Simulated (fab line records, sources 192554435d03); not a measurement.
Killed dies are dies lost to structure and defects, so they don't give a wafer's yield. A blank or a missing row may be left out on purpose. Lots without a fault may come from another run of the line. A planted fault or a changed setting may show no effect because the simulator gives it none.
Which tool did it? | flow n5_finfet | 11 lots, 32 wafers sampled, at 1 step of a route of 1938

WHAT THE GAUGES READ, wafer by wafer
N5_SDB_THK_MEAS_31.
lot  | measured    | on            | SDB_THK (nm)
L267 | day 3 23:52 | film_metro-02 | 67.1 65.1 65.3
L268 | day 4 04:20 | film_metro-02 | 66.6 65.8 65.3
L269 | day 4 14:02 | film_metro-02 | 64.0 63.8 66.2
L277 | day 6 10:08 | film_metro-02 | 63.1 63.8 63.6
L279 | day 6 21:48 | film_metro-01 | 63.7 65.8 65.1
L282 | day 7 20:50 | film_metro-01 | 64.7 64.2 64.7
L284 | day 8 05:25 | film_metro-02 | 63.2 63.4 65.4
L286 | day 8 18:20 | film_metro-01 | 64.5 65.3 64.9
L287 | day 8 20:17 | film_metro-02 | 65.6 67.0
L288 | day 9 03:13 | film_metro-02 | 64.7 65.4 63.6
L290 | day 9 16:14 | film_metro-02 | 64.0 65.6 64.4

WHICH TOOL RAN EACH LOT (tool, then ch and the chambers of the sampled wafers, then the start)
The record holds no process step before these readings.

THE ANSWER, worked out from the rows above alone
Rule: what is usual is taken from the lots themselves. Put in order of their means at a reading, lots are off if they are a third of the lots or fewer, leave a main group of 4 or more, and stand apart from it by a gap of 3 or more times the standard deviation of the main group's means; of several such gaps the widest counts. A main group whose means are all the same, to the digits that the tables above print for the reading, isn't used. A lot without any number at a reading at which 4 lots or more have one is off too. The other lots that the step has rows for count as sound.
No lot is off at any reading shown: from this, nothing can be told.

WHAT THE SIMULATOR HAD PUT IN
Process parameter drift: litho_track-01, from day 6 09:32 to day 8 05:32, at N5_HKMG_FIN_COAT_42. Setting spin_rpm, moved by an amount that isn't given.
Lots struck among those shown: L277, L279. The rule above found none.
